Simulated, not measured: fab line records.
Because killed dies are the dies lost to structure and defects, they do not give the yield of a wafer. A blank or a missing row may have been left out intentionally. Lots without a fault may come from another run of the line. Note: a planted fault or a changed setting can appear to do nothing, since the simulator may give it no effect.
The tool behind it: which one? ; flow nandHarc ; 33 wafers from 11 lots sampled at 6 of the route's 1302 steps

## WHAT EACH GAUGE READ, for each wafer
NHARC_END_SORT_01. Usual: killedAtArray 59, standard deviation 21; killedAtOther 0.8, standard deviation 1.1; killedAtPeriphery 4.1, standard deviation 2.8; killedDies 64, standard deviation 20; killedOpen 3.1, standard deviation 1.7; killedShort 2.4, standard deviation 1.6.
lot;measured;on;killedAtArray;killedAtOther;killedAtPeriphery;killedDies;killedOpen;killedShort;flag
L169;day 31 11:38;prober-01;153 167 154;0 0 1;6 7 4;159 174 159;4 3 4;1 2 1;OFF
L171;day 32 03:28;prober-02;152 173 180;0 0 1;6 2 7;158 175 188;2 1 2;0 0 3;OFF

## WHAT TOOL EACH LOT RAN ON (gives the tool, then ch and the chambers of the sampled wafers, and finally the start)
lot;NHARC_A_CONTACT_ETCH_121;NHARC_A_CONTACT_ETCH_123;NHARC_A_CONTACT_DEP_57;NHARC_A_CONTACT_DESCUM_74;NHARC_A_CONTACT_ETCH_76
L157;harCapEtch-01 ch 0,1, day 22 23:22;harCapEtch-01 ch 0,1, day 22 23:42;aclDep-02 ch 0, day 23 05:52;rieDiel-07 ch 0,1,3, day 23 10:04;rieDiel-07 ch 0,1,3, no start
L160;harCapEtch-01 ch 0, day 23 13:43;harCapEtch-01 ch 0, day 23 14:07;aclDep-01 ch 0, day 23 17:59;rieDiel-07 ch 0,1,2, day 23 21:37;rieDiel-07 ch 0,3, no start
L162;harCapEtch-03 ch 0,1, day 24 05:28;harCapEtch-03 ch 0,1, day 24 05:49;aclDep-03 ch 0, day 24 09:02;rieDiel-04 ch 0,1,2, day 24 13:13;rieDiel-04 ch 1,2,3, no start
L161;harCapEtch-01 ch 0,1, day 24 06:13;harCapEtch-01 ch 0,1, day 24 06:44;aclDep-02 ch 0, day 24 11:17;rieDiel-07 ch 2,3, day 24 13:49;rieDiel-07 ch 1,2, no start
L168;harCapEtch-02 ch 0,1, day 27 14:55;harCapEtch-02 ch 0,1, day 27 15:23;aclDep-02 ch 0, day 27 19:46;rieDiel-07 ch 0,1,2, day 27 22:43;rieDiel-07 ch 0,1,3, no start
L169;harCapEtch-01 ch 0,1, day 27 23:20;harCapEtch-01 ch 0,1, day 27 23:52;aclDep-01 ch 0, day 28 03:23;rieDiel-13 ch 0,1,2, day 28 18:00;rieDiel-13 ch 1,2,3, day 31 11:38 or earlier
L171;harCapEtch-01 ch 1, day 28 07:13;harCapEtch-01 ch 1, day 28 07:33;aclDep-02 ch 0, day 28 09:57;rieDiel-07 ch 2,3, day 28 18:18;rieDiel-07 ch 0,3, day 32 03:28 or earlier
L172;harCapEtch-02 ch 0, day 29 07:28;harCapEtch-02 ch 0, day 29 07:48;aclDep-02 ch 0, day 29 10:41;rieDiel-07 ch 2,3, day 29 14:49;rieDiel-07 ch 2,3, no start
L175;harCapEtch-03 ch 0,1, day 30 01:08;harCapEtch-03 ch 0,1, day 30 01:38;aclDep-01 ch 0, day 30 08:01;rieDiel-07 ch 0,3, day 30 10:25;rieDiel-07 ch 0,1,3, no start
L177;harCapEtch-02 ch 0,1, day 30 15:19;harCapEtch-02 ch 0,1, day 30 15:50;aclDep-03 ch 0, day 30 19:25;rieDiel-07 ch 1,2, day 30 21:58;rieDiel-07 ch 0,1,2, no start
L178;harCapEtch-02 ch 0,1, day 31 05:38;harCapEtch-02 ch 0,1, day 31 06:05;aclDep-03 ch 0, day 31 10:12;rieDiel-07 ch 1,2, day 31 13:23;rieDiel-07 ch 0,1,2, no start
- NHARC_A_CONTACT_ETCH_121: etches the open film in C4F8/O2/Ar, time 190 s, target depth 1850 nm.
- NHARC_A_CONTACT_ETCH_123: etches the open film in C4F8/O2/Ar, time 490 s, target depth 2110 nm.
- NHARC_A_CONTACT_DEP_57: deposits aC, target thk 5300 nm.
- NHARC_A_CONTACT_DESCUM_74: chemistry O2, time 3 s.
- NHARC_A_CONTACT_ETCH_76: etches the open film in N2/H2, target depth 260 nm, time 475.3 s.

## WHAT THE TOOLS THEMSELVES READ (means of the sampled wafers that have a number; where no wafer has one, the mark that the record gives instead)
NHARC_A_CONTACT_DEP_57. Usual: susceptorTempC 399.99 C, standard deviation 0.21; throttleValvePct 35.000 %, standard deviation 0.0098.
lot;tool;susceptorTempC (C);throttleValvePct (%);flag
L157;aclDep-02;400.14;35.004;
L160;aclDep-01;399.72;35.012;
L162;aclDep-03;399.80;34.994;
L161;aclDep-02;-;34.999;OFF
L168;aclDep-02;399.86;35.003;
L169;aclDep-01;400.13;35.000;
L171;aclDep-02;400.05;34.998;
L172;aclDep-02;-;34.995;OFF
L175;aclDep-01;-;35.003;OFF
L177;aclDep-03;400.19;34.999;
L178;aclDep-03;400.14;34.998;

NHARC_A_CONTACT_DESCUM_74. Usual: drypumpMotorCurrentA 5.9 A, standard deviation 0.42; o2FlowSccm 200.1 sccm, standard deviation 0.63; oesProductAu 0.994 a.u., standard deviation 0.013; rfVppV 57.5 V, standard deviation 0.98; showerheadPlenumPTorr 1.86 Torr, standard deviation 0.062; throttleValvePct 11.310 %, standard deviation 0.008.
lot;tool;drypumpMotorCurrentA (A);o2FlowSccm (sccm);oesProductAu (a.u.);rfVppV (V);showerheadPlenumPTorr (Torr);throttleValvePct (%);flag
L157;rieDiel-07;6.0;200.5;1.000;57.6;1.84;11.312;
L160;rieDiel-07;6.0;200.4;0.994;57.2;1.88;11.306;
L162;rieDiel-04;5.6;200.2;1.002;56.6;1.89;11.306;
L161;rieDiel-07;6.0;200.3;0.980;56.7;1.82;11.310;
L168;rieDiel-07;6.0;199.7;0.992;57.4;1.87;11.317;
L169;rieDiel-13;5.5;199.9;0.999;57.3;1.94;11.305;
L171;rieDiel-07;6.0;200.3;0.987;57.5;1.82;11.300;
L172;rieDiel-07;6.0;200.3;0.979;58.1;1.81;11.304;
L175;rieDiel-07;6.3;200.0;0.981;56.5;1.79;11.314;
L177;rieDiel-07;5.7;200.1;1.000;56.4;1.89;11.308;
L178;rieDiel-07;5.7;199.5;0.995;56.8;1.89;11.307;

NHARC_A_CONTACT_ETCH_76. Usual: drypumpMotorCurrentA 5.9 A, standard deviation 0.45; oesProductAu 0.995 a.u., standard deviation 0.014; rfVppV 428.9 V, standard deviation 2; showerheadPlenumPTorr 1.98 Torr, standard deviation 0.063; throttleValvePct 14.172 %, standard deviation 0.0093.
lot;tool;drypumpMotorCurrentA (A);oesProductAu (a.u.);rfVppV (V);showerheadPlenumPTorr (Torr);throttleValvePct (%);flag
L157;rieDiel-07;6.1;0.991;428.7;1.96;14.176;
L160;rieDiel-07;6.3;0.985;426.7;1.92;14.167;
L162;rieDiel-04;5.4;1.012;428.2;1.97;14.183;
L161;rieDiel-07;5.7;0.991;430.7;2.02;14.166;
L168;rieDiel-07;6.1;0.993;428.3;1.95;14.181;
L169;rieDiel-13;5.9;1.002;429.9;2.03;14.170;
L171;rieDiel-07;6.4;0.980;427.1;1.92;14.180;
L172;rieDiel-07;6.0;0.985;428.0;1.98;14.167;
L175;rieDiel-07;6.1;0.985;428.0;1.95;14.169;
L177;rieDiel-07;6.0;0.980;428.7;1.99;14.181;
L178;rieDiel-07;6.0;0.993;429.2;1.99;14.171;

## THE ANSWER, worked out from the rows above alone
Rule: a lot is off if the mean of its wafers that have a number lies more than 3 standard deviations from the usual mean. A lot without any number at a reading at which 4 lots or more have one is off too. The other lots that the step has rows for count as sound. After the gauges, taken in route order, come the tools' own readings; for these a lot's mean is taken, as printed above. The first step at which some lot is off is used, and at that step the reading that is off furthest; a lot without a number counts as furthest.
Off: L169, L171, at NHARC_END_SORT_01 (killedDies). Neither off nor sound, because the step has no rows for them: L157, L160, L162, L161, L168, L172, L175, L177, L178.
If a tool, at a process step before that reading, ran all the lots that are off and no sound lot after the first of them, it fits. The gauges at NHARC_END_SORT_01 are tried like those tools. NHARC_A_CONTACT_ETCH_76 gives no start for some lots, so the hours and the order of its lots are those of NHARC_END_SORT_01. One fits: NHARC_A_CONTACT_ETCH_121 and NHARC_A_CONTACT_ETCH_123 on harCapEtch-01. It ran no sound lot before its first lot that is off in this sample, so the start can't be narrowed down.

## WHAT THE SIMULATOR HAD PUT IN
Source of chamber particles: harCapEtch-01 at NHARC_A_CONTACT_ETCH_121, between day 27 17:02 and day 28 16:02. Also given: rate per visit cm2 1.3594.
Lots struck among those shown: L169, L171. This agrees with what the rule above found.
